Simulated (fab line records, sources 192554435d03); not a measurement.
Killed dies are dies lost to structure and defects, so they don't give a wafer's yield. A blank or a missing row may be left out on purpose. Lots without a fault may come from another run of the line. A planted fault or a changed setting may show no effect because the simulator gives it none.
Chamber matching | flow n5_finfet | N5_BEOL_M10_DESCUM_33 on rie_diel-06: 4 sister chambers
The step chemistry O2, time 7.9 s. 4 wafers are shown with their chamber, then 8 later ones without.

WAFERS WITH THEIR CHAMBER
wafer  | chamber | throttle_valve_pct (%)
L081.5 | 3       | 20.55
L091.1 | 1       | 19.95
L091.2 | 0       | 20.61
L093.1 | 2       | 20.37

WAFERS WITHOUT THEIR CHAMBER
wafer  | throttle_valve_pct (%)
L093.2 | 20.60
L093.4 | 20.57
L095.3 | 20.62
L095.5 | 20.38
L095.6 | 20.59
L097.2 | 20.62
L097.3 | 20.60
L097.5 | 20.59

WHICH CHAMBER EACH WENT THROUGH
wafer  | from the rows above     | in truth
L093.2 | 0                       | 0
L093.4 | can't be placed: 3 or 0 | 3
L095.3 | 0                       | 0
L095.5 | 2                       | 2
L095.6 | can't be placed: 0 or 3 | 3
L097.2 | 0                       | 0
L097.3 | 0                       | 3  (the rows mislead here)
L097.5 | can't be placed: 0 or 3 | 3
Placed correctly: 4 of 8. Can't be placed from these rows: 3 (the true chamber is among the candidates in 3). Placed wrongly: 1.
How it was worked out, from the rows above alone: a wafer's distance from a chamber is the root of the sum, over the readings, of the square of ((its reading less the chamber's mean) divided by the reading's scatter). The wafer belongs to the nearest chamber; if the next one is less than 2 further off, it can't be placed. A chamber's mean is the mean of its shown wafers. The scatter: with one shown wafer a chamber, the root of the mean of the squares of how far each hidden wafer lies from its nearest shown one.
